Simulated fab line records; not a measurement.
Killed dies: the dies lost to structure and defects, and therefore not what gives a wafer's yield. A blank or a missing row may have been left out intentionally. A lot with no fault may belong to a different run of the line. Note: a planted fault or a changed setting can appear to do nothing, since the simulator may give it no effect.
Chamber matching || flow n5_finfet || 4 sister chambers for N5_BEOL_M0_SAQP_SPACER2_ETCHBACK_27 on rie_diel-03
The step etches SiO2 in CHF3/O2, target depth 22.5 nm, time 11.25 s. 4 wafers are shown with their chamber, then 9 later ones without.

## WAFERS, EACH WITH ITS CHAMBER
{"wafer": "L078.4", "chamber": 2, "showerhead_plenum_p_Torr (Torr)": 2.32}
{"wafer": "L091.3", "chamber": 1, "showerhead_plenum_p_Torr (Torr)": 2.36}
{"wafer": "L091.5", "chamber": 3, "showerhead_plenum_p_Torr (Torr)": 2.53}
{"wafer": "L091.6", "chamber": 0, "showerhead_plenum_p_Torr (Torr)": 2.39}

## WAFERS MISSING THEIR CHAMBER
{"wafer": "L094.1", "showerhead_plenum_p_Torr (Torr)": 2.53}
{"wafer": "L094.5", "showerhead_plenum_p_Torr (Torr)": 2.39}
{"wafer": "L094.6", "showerhead_plenum_p_Torr (Torr)": 2.36}
{"wafer": "L096.1", "showerhead_plenum_p_Torr (Torr)": 2.36}
{"wafer": "L096.3", "showerhead_plenum_p_Torr (Torr)": 2.53}
{"wafer": "L096.5", "showerhead_plenum_p_Torr (Torr)": 2.53}
{"wafer": "L097.1", "showerhead_plenum_p_Torr (Torr)": 2.31}
{"wafer": "L097.2", "showerhead_plenum_p_Torr (Torr)": 2.36}
{"wafer": "L097.3", "showerhead_plenum_p_Torr (Torr)": 2.53}

## THE CHAMBER EACH PASSED THROUGH
{"wafer": "L094.1", "from the rows above": 3, "in truth": 3}
{"wafer": "L094.5", "from the rows above": 0, "in truth": 0}
{"wafer": "L094.6", "from the rows above": 1, "in truth": 1}
{"wafer": "L096.1", "from the rows above": 1, "in truth": 1}
{"wafer": "L096.3", "from the rows above": 3, "in truth": 3}
{"wafer": "L096.5", "from the rows above": 3, "in truth": 3}
{"wafer": "L097.1", "from the rows above": 2, "in truth": 2}
{"wafer": "L097.2", "from the rows above": 1, "in truth": 1}
{"wafer": "L097.3", "from the rows above": 3, "in truth": 3}
9 of 9 placed correctly. Not placeable from these rows: 0. Placed wrongly: 0.
How it was worked out, from the rows above alone: a wafer's distance from a chamber is the root of the sum, over the readings, of the square of ((its reading less the chamber's mean) divided by the reading's scatter). The wafer belongs to the nearest chamber; if the next one is less than 2 further off, it can't be placed. The mean given for a chamber averages the wafers shown for that chamber. The scatter: root of mean squared gap, hidden wafer to nearest shown wafer, with one shown wafer a chamber.
